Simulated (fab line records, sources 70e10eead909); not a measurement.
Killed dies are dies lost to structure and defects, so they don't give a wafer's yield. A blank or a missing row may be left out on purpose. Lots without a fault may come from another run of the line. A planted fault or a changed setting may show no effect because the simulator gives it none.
Chamber matching | flow nand_harc | NHARC_A_ONON_D2_DEP_33 on pecvd-02: 3 sister chambers
The step deposits SiO2, target thk 200 nm. 6 wafers are shown with their chamber, then 11 later ones without.

WAFERS WITH THEIR CHAMBER
wafer  | chamber | throttle_valve_pct (%) | heater_power_w (W)
L080.1 | 1       | 15.5                   | 670
L080.5 | 1       | 15.3                   | 691
L082.1 | 2       | 16.7                   | 500
L082.3 | 0       | 16.4                   | 542
L082.6 | 2       | 16.7                   | 520
L083.1 | 0       | 16.3                   | 606

WAFERS WITHOUT THEIR CHAMBER
wafer  | throttle_valve_pct (%) | heater_power_w (W)
L083.4 | 16.7                   | 514
L083.5 | 15.7                   | 707
L084.3 | 16.6                   | 605
L084.4 | 16.8                   | 459
L084.6 | 15.6                   | 744
L090.2 | 15.6                   | 757
L090.4 | 15.8                   | 488
L090.5 | 15.8                   | 578
L092.3 | 15.7                   | 627
L092.5 | 15.7                   | 668
L092.6 | 15.8                   | 604

WHICH CHAMBER EACH WENT THROUGH
wafer  | from the rows above     | in truth
L083.4 | 2                       | 2
L083.5 | 1                       | 1
L084.3 | can't be placed: 0 or 2 | 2
L084.4 | 2                       | 2
L084.6 | 1                       | 1
L090.2 | 1                       | 1
L090.4 | can't be placed: 0 or 1 | 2
L090.5 | can't be placed: 1 or 0 | 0
L092.3 | 1                       | 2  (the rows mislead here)
L092.5 | 1                       | 1
L092.6 | can't be placed: 1 or 0 | 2
Placed correctly: 6 of 11. Can't be placed from these rows: 4 (the true chamber is among the candidates in 2). Placed wrongly: 1.
How it was worked out, from the rows above alone: a wafer's distance from a chamber is the root of the sum, over the readings, of the square of ((its reading less the chamber's mean) divided by the reading's scatter). The wafer belongs to the nearest chamber; if the next one is less than 2 further off, it can't be placed. A chamber's mean is the mean of its shown wafers. The scatter: the root of (the sum of the squares of (reading less its chamber's mean) over the shown wafers, divided by (wafers less chambers)).
